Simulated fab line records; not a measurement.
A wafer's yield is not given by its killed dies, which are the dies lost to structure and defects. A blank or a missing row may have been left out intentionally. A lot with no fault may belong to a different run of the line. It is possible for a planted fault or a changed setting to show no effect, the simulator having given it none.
Matching of chambers -- flow n5 finfet -- N5_BEOL_M5_ETCH_72 on rie diel-06: 4 sister chambers
The step etches underlayer in N2/H2, target depth 6.5 nm, time 5.2 s. 4 wafers are shown with their chamber, then 10 later ones without.

== EACH WAFER AND ITS CHAMBER ==
wafer,chamber,showerhead plenum p Torr (Torr)
L082.4,0,2.41
L082.5,1,2.49
L086.1,3,2.63
L086.3,2,2.65

== WAFERS WITH NO CHAMBER GIVEN ==
wafer,showerhead plenum p Torr (Torr)
L086.4,2.49
L091.1,2.65
L091.3,2.63
L091.5,2.63
L092.1,2.48
L092.2,2.63
L092.6,2.63
L094.1,2.65
L094.5,2.48
L094.6,2.65

== CHAMBER TAKEN BY EACH ==
wafer,from the rows above,in truth
L086.4,1,1
L091.1,2,2
L091.3,3,3
L091.5,3,3
L092.1,1,1
L092.2,3,3
L092.6,3,3
L094.1,2,2
L094.5,1,1
L094.6,2,2
10 of 10 placed correctly. From these rows, 0 cannot be placed. Number placed wrongly: 0.
How it was worked out, from the rows above alone: a wafer's distance from a chamber is the root of the sum, over the readings, of the square of ((its reading less the chamber's mean) divided by the reading's scatter). If the next closest chamber is less than 2 further off than the closest, the wafer can't be placed; otherwise it belongs to the closest. The mean given for a chamber averages the wafers shown for that chamber. The scatter: with one shown wafer a chamber, the root of the mean of the squares of how far each hidden wafer lies from its nearest shown one.
